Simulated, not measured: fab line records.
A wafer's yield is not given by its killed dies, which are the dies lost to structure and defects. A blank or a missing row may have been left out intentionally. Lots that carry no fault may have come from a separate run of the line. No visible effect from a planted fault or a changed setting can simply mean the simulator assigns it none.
Comparing a struck lot with a sound one + flow nandHarc + 15 steps out of a route of 1159
Sound: the wafers L344.1, L344.3, L344.5. The struck wafers were L338.1, L338.2, L338.3. The cause is named last.
For every step that has rows: the tool of each side, followed by ch and its chambers, followed by its first start. Under that, the readings that differ: sound wafers + struck wafers + difference of the means + sigmas: that difference in standard deviations of wafers without a fault.
alike: words and numbers the same on both sides, and readings whose means are apart by under 2 such deviations; not compared: readings that were withheld, readings missing a value for some wafer, numbers with overlapping values and no deviation given by the record, and bounds like >300 which may hide the same value.
A row with sigmas, a row that says differs or no value, or rows on one side alone: a step with any of these is where the two part. Numbers that don't overlap but have no deviation are shown without sigmas and don't part them. A reading missing from all wafers of one side parts the sides only when that side holds two or more wafers.

first, 2 steps without rows for these wafers: NHARC_A_CHANNEL_HOLE_D1_STRIP_42 (strips in CF4/CHF3); NHARC_A_CHANNEL_HOLE_D1_STRIP_43 (strips in O2/COS).
NHARC_A_CHANNEL_HOLE_D1_ETCH_44: etches the open film in CF4/O2, target depth 140 nm, overetch 14 nm, time 77 s.
  sound on rieDiel-10 ch 2,3, day 12 22:25; struck on rieDiel-10 ch 0,1,2, day 11 18:15
  alike: chamberPressureMTorr, drypumpMotorCurrentA, oesProductAu, rfVppV, showerheadPlenumPTorr, throttleValvePct
  not compared: rfHoursCounterH
NHARC_A_CHANNEL_HOLE_D1_STRIP_27: strips in O2.
  sound on rieDiel-10 ch 2,3; struck on rieDiel-10 ch 0,1,2
  alike: chamberPressureMTorr, drypumpMotorCurrentA, oesProductAu, rfVppV, showerheadPlenumPTorr, throttleValvePct
  not compared: rfHoursCounterH
then, 2 steps without rows for these wafers: NHARC_A_CHANNEL_HOLE_D1_PRECLEAN_28 (cleans in SC1); NHARC_A_CHANNEL_HOLE_D1_SRD_29.
NHARC_A_CHANNEL_HOLE_D1_CD_MEAS_30:
  sound: cdSem-01 at day 12 23:13; struck: cdSem-02 at day 11 19:10
  alike: cdNm
NHARC_A_CHANNEL_HOLE_D1_XSEM_31:
  sound on xsem-02 ch 0, day 12 23:19; struck on xsem-02 ch 0, day 11 19:16
  alike: botCdNm, bowNm, tiltDeg
NHARC_A_CHANNEL_HOLE_D1_INSPECT_40:
  sound: defectInspect-02 at day 12 23:24; struck: defectInspect-01 at day 11 19:22
  alike: rawDefectCount
then, 2 steps without rows for these wafers: NHARC_A_CHANNEL_FILL_D1_PRECLEAN_00 (cleans in SC1); NHARC_A_CHANNEL_FILL_D1_SRD_01.
NHARC_A_CHANNEL_FILL_D1_ALD_02: deposits SiO2, target thk 6 nm, pulse time 10 s, ald cycles 60.
  sound on aldHk-03 ch 0,1,2, day 12 23:35; struck on aldHk-04 ch 0,1,2, day 11 19:34
  alike: aldCycles, heaterPowerW, precursorPulseHeightRel
NHARC_A_CHANNEL_FILL_D1_ALD_03: deposits SiNx, target thk 6 nm, pulse time 60 s, ald cycles 58.
  sound on aldSinBatch-02 ch 0, day 13 03:02; struck on aldSinBatch-01 ch 0, day 11 23:01
| reading   | sound    | struck   | difference | sigmas |
|-----------|----------|----------|------------|--------|
| aldCycles | 58 58 58 | 56 56 56 | -2         |        |
  alike: precursorPulseHeightRel
NHARC_A_CHANNEL_FILL_D1_ALD_14: deposits SiO2, target thk 2.5 nm, pulse time 10 s, ald cycles 25.
  sound on aldHk-03 ch 0,2, day 13 06:31; struck on aldHk-03 ch 1,2,3, day 12 02:40
  alike: aldCycles, heaterPowerW, precursorPulseHeightRel
NHARC_END_SORT_01:
  the record has rows for the sound wafers here (prober-01 ch 0, day 23 19:58) and none for the struck ones

## WHERE THEY PART
Within this record, at NHARC_END_SORT_01 only.

WHY: what had been put in by the simulator
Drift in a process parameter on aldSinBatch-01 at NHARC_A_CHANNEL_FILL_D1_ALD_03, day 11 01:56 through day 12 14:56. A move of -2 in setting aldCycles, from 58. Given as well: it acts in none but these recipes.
